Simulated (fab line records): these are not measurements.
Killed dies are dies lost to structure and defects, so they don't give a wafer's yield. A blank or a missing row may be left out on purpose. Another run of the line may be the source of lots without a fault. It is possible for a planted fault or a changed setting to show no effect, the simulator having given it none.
The tool behind it: which one? ; flow nandHarc ; 12 lots, 36 wafers sampled, at 4 steps of a route of 1302

== WHAT THE GAUGES READ, wafer by wafer ==
NHARC_P_STI_CD_MEAS_09: target cd 200 nm.
lot;measured;on;cdNm (nm)
L911;day 2 21:28;cdSem-03;198 196 201
L912;day 3 07:56;cdSem-01;208 200 200
L914;day 4 00:33;cdSem-01;198 200 202
L915;day 4 10:55;cdSem-01;207 202 205
L917;day 5 10:46;cdSem-03;200 200 198
L918;day 5 20:41;cdSem-02;197 203 203
L919;day 6 08:20;cdSem-02;199 200 199
L927;day 9 12:05;cdSem-03;201 197 195
L929;day 10 08:46;cdSem-03;199 200 202
L930;day 10 18:22;cdSem-01;205 205 199
L931;day 11 02:41;cdSem-01;204 201 207
L934;day 12 11:25;cdSem-02;199 202 199

NHARC_P_GATE_CD_MEAS_26: target cd 120 nm.
lot;measured;on;cdNm (nm)
L911;day 5 08:41;cdSem-02;121.3 120.8 120.5
L912;day 5 09:19;cdSem-01;118.9 119.6 119.4
L914;day 6 01:38;cdSem-02;121.2 120.9 119.4
L915;day 6 17:35;cdSem-03;121.4 120.2 120.0
L917;day 7 23:42;cdSem-02;121.4 120.1 120.6
L918;day 7 23:51;cdSem-01;120.4 120.4 119.7
L919;day 8 12:43;cdSem-02;120.4 120.6 121.1
L927;day 11 18:19;cdSem-02;119.4 120.4 120.3
L929;day 12 14:11;cdSem-01;120.6 119.2 117.6
L930;day 12 22:10;cdSem-03;119.4 119.7 119.7
L931;day 13 10:08;cdSem-02;119.3 119.2 119.4
L934;day 14 21:08;cdSem-03;120.6 119.4 119.8

== WHAT TOOL EACH LOT RAN ON (gives the tool, then ch and the chambers of the sampled wafers, and finally the start) ==
lot;NHARC_P_STI_ETCH_15;NHARC_P_GATE_PEB_24
L911;rieSi-04 ch 0,1, day 2 21:59;lithoTrack-06 ch 0, day 5 08:36
L912;rieSi-01 ch 1,3, day 3 08:29;lithoTrack-06 ch 0, day 5 09:14
L914;rieSi-01 ch 1,2, day 4 01:05;lithoTrack-04 ch 0, day 6 01:33
L915;rieSi-01 ch 0,2,3, day 4 11:30;lithoTrack-04 ch 0, day 6 17:30
L917;rieSi-01 ch 0,2, day 5 11:19;lithoTrack-06 ch 0, day 7 23:37
L918;rieSi-03 ch 2,3, day 5 21:13;lithoTrack-01 ch 0, day 7 23:46
L919;rieSi-01 ch 0,2, day 6 08:52;lithoTrack-04 ch 0, day 8 12:38
L927;rieSi-01 ch 1,3, day 9 12:38;lithoTrack-06 ch 0, day 11 18:14
L929;rieSi-03 ch 0,1,2, day 10 09:17;lithoTrack-01 ch 0, day 12 14:07
L930;rieSi-01 ch 0,1,2, day 10 18:54;lithoTrack-06 ch 0, day 12 22:05
L931;rieSi-01 ch 1,2,3, day 11 03:15;lithoTrack-06 ch 0, day 13 10:03
L934;rieSi-04 ch 0,2,3, day 12 11:58;lithoTrack-04 ch 0, day 14 21:04
- NHARC_P_STI_ETCH_15: etches the open film in HBr/Cl2, target depth 300 nm, time 100.1 s.
- NHARC_P_GATE_PEB_24: peb time 65 s.

== WHAT THE TOOLS THEMSELVES READ (means of the sampled wafers that have a number; where no wafer has one, the mark that the record gives instead) ==
NHARC_P_STI_ETCH_15.
lot;tool;drypumpMotorCurrentA (A);hbrFlowSccm (sccm);oesProductAu (a.u.);throttleValvePct (%)
L911;rieSi-04;5.7;150.1;0.994;26.405
L912;rieSi-01;6.2;150.0;0.995;26.400
L914;rieSi-01;6.2;150.4;1.004;26.405
L915;rieSi-01;5.9;149.7;0.986;26.398
L917;rieSi-01;5.9;150.5;0.999;26.406
L918;rieSi-03;5.2;149.7;1.006;26.397
L919;rieSi-01;5.9;150.2;1.002;26.404
L927;rieSi-01;6.2;150.3;1.014;26.420
L929;rieSi-03;5.5;149.7;0.984;26.394
L930;rieSi-01;6.0;149.6;1.005;26.407
L931;rieSi-01;6.1;150.2;1.020;26.416
L934;rieSi-04;5.4;150.0;0.999;26.400

== THE ANSWER, worked out from the rows above alone ==
Rule: the lots themselves supply what counts as usual. Put in order of their means at a reading, lots are off if they are a third of the lots or fewer, leave a main group of 4 or more, and stand apart from it by a gap of 3 or more times the standard deviation of the main group's means; of several such gaps the widest counts. The tables above print the reading to a certain number of digits; a main group whose means all agree to those digits is not used. A lot without any number at a reading at which 4 lots or more have one is off too. All remaining lots with rows at the step are treated as sound. First the gauges in route order, then the tools' own readings, where a lot's mean is used as printed above. The first step at which some lot is off is used, and at that step the reading that is off furthest; a lot without a number counts as furthest.
Across all readings shown, no lot is off: no conclusion can be drawn from this.

== WHAT THE SIMULATOR HAD INSERTED ==
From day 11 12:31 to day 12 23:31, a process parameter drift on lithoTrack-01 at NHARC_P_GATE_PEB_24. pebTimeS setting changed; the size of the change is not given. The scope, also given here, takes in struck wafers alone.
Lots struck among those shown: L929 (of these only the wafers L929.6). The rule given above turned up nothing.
